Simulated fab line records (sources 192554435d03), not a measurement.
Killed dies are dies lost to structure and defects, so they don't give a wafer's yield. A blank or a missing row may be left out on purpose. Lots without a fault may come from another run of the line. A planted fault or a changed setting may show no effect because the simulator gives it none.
Chamber matching || flow n5-finfet || N5_BEOL_M11_ETCH_62 on rie-diel-02: 4 sister chambers
The step etches SOC in N2/H2, target depth 110 nm, overetch 22 nm, time 165 s. 20 wafers are shown with their chamber, then 10 later ones without.

WAFERS WITH THEIR CHAMBER
{"wafer": "L078.1", "chamber": 1, "throttle-valve-pct (%)": 18.14, "showerhead-plenum-p-Torr (Torr)": 2.58, "drypump-motor-current-A (A)": 6.0}
{"wafer": "L078.2", "chamber": 0, "throttle-valve-pct (%)": 18.05, "showerhead-plenum-p-Torr (Torr)": 2.57, "drypump-motor-current-A (A)": 5.6}
{"wafer": "L078.4", "chamber": 2, "throttle-valve-pct (%)": 17.88, "showerhead-plenum-p-Torr (Torr)": 2.65, "drypump-motor-current-A (A)": 5.7}
{"wafer": "L079.1", "chamber": 0, "throttle-valve-pct (%)": 18.05, "showerhead-plenum-p-Torr (Torr)": 2.57, "drypump-motor-current-A (A)": 5.5}
{"wafer": "L079.4", "chamber": 2, "throttle-valve-pct (%)": 17.87, "showerhead-plenum-p-Torr (Torr)": 2.64, "drypump-motor-current-A (A)": 5.7}
{"wafer": "L079.6", "chamber": 2, "throttle-valve-pct (%)": 17.89, "showerhead-plenum-p-Torr (Torr)": 2.64, "drypump-motor-current-A (A)": 5.7}
{"wafer": "L080.2", "chamber": 3, "throttle-valve-pct (%)": 17.69, "showerhead-plenum-p-Torr (Torr)": 2.71, "drypump-motor-current-A (A)": 5.7}
{"wafer": "L080.3", "chamber": 2, "throttle-valve-pct (%)": 17.91, "showerhead-plenum-p-Torr (Torr)": 2.64, "drypump-motor-current-A (A)": 5.8}
{"wafer": "L080.4", "chamber": 0, "throttle-valve-pct (%)": 18.05, "showerhead-plenum-p-Torr (Torr)": 2.57, "drypump-motor-current-A (A)": 5.6}
{"wafer": "L082.3", "chamber": 3, "throttle-valve-pct (%)": 17.69, "showerhead-plenum-p-Torr (Torr)": 2.71, "drypump-motor-current-A (A)": 5.7}
{"wafer": "L082.4", "chamber": 2, "throttle-valve-pct (%)": 17.91, "showerhead-plenum-p-Torr (Torr)": 2.64, "drypump-motor-current-A (A)": 5.7}
{"wafer": "L082.6", "chamber": 0, "throttle-valve-pct (%)": 18.05, "showerhead-plenum-p-Torr (Torr)": 2.57, "drypump-motor-current-A (A)": 5.6}
{"wafer": "L081.3", "chamber": 0, "throttle-valve-pct (%)": 18.07, "showerhead-plenum-p-Torr (Torr)": 2.57, "drypump-motor-current-A (A)": 5.6}
{"wafer": "L081.4", "chamber": 3, "throttle-valve-pct (%)": 17.70, "showerhead-plenum-p-Torr (Torr)": 2.71, "drypump-motor-current-A (A)": 5.7}
{"wafer": "L081.6", "chamber": 2, "throttle-valve-pct (%)": 17.91, "showerhead-plenum-p-Torr (Torr)": 2.64, "drypump-motor-current-A (A)": 5.7}
{"wafer": "L083.2", "chamber": 2, "throttle-valve-pct (%)": 17.90, "showerhead-plenum-p-Torr (Torr)": 2.64, "drypump-motor-current-A (A)": 5.7}
{"wafer": "L083.5", "chamber": 0, "throttle-valve-pct (%)": 18.07, "showerhead-plenum-p-Torr (Torr)": 2.56, "drypump-motor-current-A (A)": 5.5}
{"wafer": "L083.6", "chamber": 3, "throttle-valve-pct (%)": 17.71, "showerhead-plenum-p-Torr (Torr)": 2.71, "drypump-motor-current-A (A)": 5.7}
{"wafer": "L084.1", "chamber": 1, "throttle-valve-pct (%)": 18.15, "showerhead-plenum-p-Torr (Torr)": 2.57, "drypump-motor-current-A (A)": 6.0}
{"wafer": "L084.3", "chamber": 0, "throttle-valve-pct (%)": 18.07, "showerhead-plenum-p-Torr (Torr)": 2.56, "drypump-motor-current-A (A)": 5.6}

SIGNATURES (averages over the wafers above)
{"reading": "throttle-valve-pct", "chamber 0": 18.0586, "chamber 1": 18.1450, "chamber 2": 17.8957, "chamber 3": 17.6975, "scatter within a chamber": 0.0127}
{"reading": "showerhead-plenum-p-Torr", "chamber 0": 2.5671, "chamber 1": 2.5750, "chamber 2": 2.6414, "chamber 3": 2.7100, "scatter within a chamber": 0.00417}
{"reading": "drypump-motor-current-A", "chamber 0": 5.571, "chamber 1": 6.000, "chamber 2": 5.714, "chamber 3": 5.700, "scatter within a chamber": 0.0378}
Rule: a wafer's distance from a chamber is the root of the sum, over the readings, of the square of ((its reading less the chamber's mean) divided by the reading's scatter). The wafer belongs to the nearest chamber; if the next one is less than 2 further off, it can't be placed. The scatter: take each reading less its chamber's mean, square it, sum over the shown wafers, divide by the number of wafers less the number of chambers, and take the root.

WAFERS WITHOUT THEIR CHAMBER
{"wafer": "L084.5", "throttle-valve-pct (%)": 18.08, "showerhead-plenum-p-Torr (Torr)": 2.56, "drypump-motor-current-A (A)": 5.6}
{"wafer": "L090.1", "throttle-valve-pct (%)": 17.72, "showerhead-plenum-p-Torr (Torr)": 2.70, "drypump-motor-current-A (A)": 5.7}
{"wafer": "L090.5", "throttle-valve-pct (%)": 18.19, "showerhead-plenum-p-Torr (Torr)": 2.57, "drypump-motor-current-A (A)": 6.1}
{"wafer": "L090.6", "throttle-valve-pct (%)": 18.07, "showerhead-plenum-p-Torr (Torr)": 2.56, "drypump-motor-current-A (A)": 5.6}
{"wafer": "L094.4", "throttle-valve-pct (%)": 17.96, "showerhead-plenum-p-Torr (Torr)": 2.63, "drypump-motor-current-A (A)": 5.8}
{"wafer": "L094.5", "throttle-valve-pct (%)": 17.94, "showerhead-plenum-p-Torr (Torr)": 2.63, "drypump-motor-current-A (A)": 5.7}
{"wafer": "L094.6", "throttle-valve-pct (%)": 18.21, "showerhead-plenum-p-Torr (Torr)": 2.56, "drypump-motor-current-A (A)": 6.1}
{"wafer": "L096.1", "throttle-valve-pct (%)": 17.75, "showerhead-plenum-p-Torr (Torr)": 2.69, "drypump-motor-current-A (A)": 5.7}
{"wafer": "L096.3", "throttle-valve-pct (%)": 17.97, "showerhead-plenum-p-Torr (Torr)": 2.62, "drypump-motor-current-A (A)": 5.7}
{"wafer": "L096.4", "throttle-valve-pct (%)": 18.11, "showerhead-plenum-p-Torr (Torr)": 2.55, "drypump-motor-current-A (A)": 5.5}

CHAMBER TAKEN BY EACH
{"wafer": "L084.5", "from the rows above": 0, "in truth": 0}
{"wafer": "L090.1", "from the rows above": 3, "in truth": 3}
{"wafer": "L090.5", "from the rows above": 1, "in truth": 1}
{"wafer": "L090.6", "from the rows above": 0, "in truth": 0}
{"wafer": "L094.4", "from the rows above": 2, "in truth": 2}
{"wafer": "L094.5", "from the rows above": 2, "in truth": 2}
{"wafer": "L094.6", "from the rows above": 1, "in truth": 1}
{"wafer": "L096.1", "from the rows above": 3, "in truth": 3}
{"wafer": "L096.3", "from the rows above": 2, "in truth": 2}
{"wafer": "L096.4", "from the rows above": 0, "in truth": 0}
Placed correctly: 10 of 10. Left unplaced by these rows: 0. Placed wrongly: 0.
